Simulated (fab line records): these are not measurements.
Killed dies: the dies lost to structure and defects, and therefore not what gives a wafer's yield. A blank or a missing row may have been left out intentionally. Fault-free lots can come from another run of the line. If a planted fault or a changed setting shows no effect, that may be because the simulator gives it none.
Comparing a struck lot with a sound one :: flow n5Finfet :: 27 steps out of a route of 1938
Sound: wafers L923.1, L923.4, L923.5. Struck: wafer L939.3 (left out: L939.2, a lot-mate that was not struck); the cause follows at the end.
At each step with rows: each side's tool, then ch and its chambers, then its first start. Under that, the readings that differ: sound wafers :: struck wafers :: difference of the means :: sigmas: that difference in standard deviations of wafers without a fault.
alike: words and numbers the same on both sides, and readings whose means are apart by under 2 such deviations; not compared: readings that were withheld, readings missing a value for some wafer, numbers with overlapping values and no deviation given by the record, and bounds like >300 which may hide the same value.
A row with sigmas, a row that says differs or no value, or rows on one side alone: a step with any of these is where the two part. Numbers that don't overlap but have no deviation are shown without sigmas and don't part them. Lack of a reading on every wafer of one side parts them only where that side has two or more wafers.

first, 2 steps without rows for these wafers: N5_BEOL_M0_WET_ETCH_106 (etches SiO2 in DHF, target depth 130 nm, rinse time 30 s); N5_BEOL_M0_ETCH_128 (etches SiCN in CF4/N2, target depth 12 nm, overetch 5.1 nm, time 21.4 s).
N5_BEOL_M0_TRENCH_ETCH_107: etches SiOC in C4F6/O2, target depth 32.8 nm, time 16.4 s.
  sound on rieDiel-05 ch 1,2, day 5 22:04; struck on rieDiel-04 ch 1, day 9 21:23
reading: throttleValvePct (%)
sound: 21.21 20.78 21.19
struck: 20.65
difference: -0.41
sigmas: -2
  alike: biasW, drypumpMotorCurrentA, oes_o_777_au, oesProductAu, rfVppV, showerheadPlenumPTorr
  not compared: rfHoursCounterH
then, 1 step without rows for these wafers: N5_BEOL_M0_STRIP_142 (strips in N2/H2, time 10 s).
N5_BEOL_M0_OCD_MEAS_108:
  sound on ocd-01 at day 5 22:10; struck on ocd-01 at day 9 21:30
reading: trenchDepthNm (nm)
sound: 31.9 32.7 32.3
struck: 33.5
difference: +1.2
sigmas: +2
then, 5 steps without rows for these wafers: N5_BEOL_M0_HM_STRIP_129 (strips TiN in peroxide tin strip, target depth 17 nm, time 108 s); N5_BEOL_M0_SRD_130 (time 30 s); N5_BEOL_M0_ETCH_109 (etches SiCN in CH3F/O2, target depth 8 nm, overetch 2.4 nm, time 27.4 s); N5_BEOL_M0_STRIP_139 (strips in post etch residue remover, time 60 s); N5_BEOL_M0_SRD_111 (time 30 s).
N5_BEOL_M0_DEGAS_112: time 60 s.
  sound on pvdSputter-02 at day 5 23:06; struck on pvdSputter-02 at day 9 21:47
  alike: heaterPowerW
then, 1 step without rows for these wafers: N5_BEOL_M0_PRE_CLEAN_113 (time 30 s).
N5_BEOL_M0_ALD_136: deposits TaN, pulse time 2 s, purge time 3 s, co reactant purge time 2 s.
  sound on aldMetal-02 ch 0,1, day 5 23:13; struck on aldMetal-02 ch 0, day 9 21:53
reading: aldCycles
sound: 30 30 30
struck: 45
difference: +15
sigmas: 
  alike: chamberPressureTorr, heaterPowerW
  not compared: model.TaN_of_BEOL_M0_ALD_136.thkNm
then, 2 steps without rows for these wafers: N5_BEOL_M0_SURFACE_TREAT_137; N5_BEOL_M0_CVD_115 (deposits Co from CCTBA/H2, time 120 s).
N5_BEOL_M0_SPUTTER_116: material Cu, target thk 4 nm, time 7.37 s.
  sound on pvdSputter-02 at day 5 23:49; struck on pvdSputter-03 at day 10 00:03
  alike: throttleValvePct
then, 1 step without rows for these wafers: N5_BEOL_M0_ANNEAL_117 (time 60 s).
N5_BEOL_M0_SPUTTER_132: material Cu, target thk 4 nm, time 7.37 s.
  sound on pvdSputter-02 at day 5 23:56; struck on pvdSputter-03 at day 10 00:10
  alike: throttleValvePct
then, 3 steps without rows for these wafers: N5_BEOL_M0_ANNEAL_133 (time 60 s); N5_BEOL_M0_SPUTTER_134 (material Cu, target thk 4 nm, time 7.37 s); N5_BEOL_M0_ANNEAL_135 (time 60 s).
N5_BEOL_M0_SPUTTER_141: material Cu, target thk 4 nm, time 7.37 s.
  sound on pvdSputter-02 at day 6 00:11; struck on pvdSputter-03 at day 10 00:25
  alike: throttleValvePct
then, 2 steps without rows for these wafers: N5_BEOL_M0_ECD_118 (material Cu, target thk 300 nm); N5_BEOL_M0_ANNEAL_119 (time 90 s).
N5_BEOL_M0_CMP_120: polishes, stops on SiOC, t overpolish 6.9 s.
  sound on cmp-02 ch 1,2, day 6 00:41; struck on cmp-01 ch 0, day 10 00:55
reading: barrierFieldEndpointS (s)
sound: 3.76 3.76 3.59
struck: 4.39
difference: +0.69
sigmas: +5
  alike: motorCurrentA, platenRpm, slurryFilterDpKPa
  not compared: padLifeWafers
-- here the record skips 3 days between the struck wafers' starts before and after, leaving off in module BEOL_M0 and picking up in module BEOL_M4 (first step shown: number 1111 of the route) --
N5_BEOL_M4_RC_MEAS_101:
  sound on prober-02 ch 0, day 7 23:11; struck on prober-02 ch 0, day 12 12:58
  alike: DIBL_N, DIBL_P, IOFF_N, IOFF_P, ION_N, ION_P, SS_N, SS_P, VT_N, VT_P
-- a jump in the record: the struck wafers' starts before and after are 5 days apart (it breaks off in module BEOL_M4 and resumes in module PASSIVATION, where the first step shown is number 1936 of the route) --
N5_PASSIVATION_PROBE_49:
  record: rows for the struck wafers here (prober-01, day 17 07:54), none for the sound ones

== WHERE THEY PART ==
Earliest at N5_BEOL_M0_TRENCH_ETCH_107; latest, in this record, at N5_PASSIVATION_PROBE_49.

WHY: what had been put in by the simulator
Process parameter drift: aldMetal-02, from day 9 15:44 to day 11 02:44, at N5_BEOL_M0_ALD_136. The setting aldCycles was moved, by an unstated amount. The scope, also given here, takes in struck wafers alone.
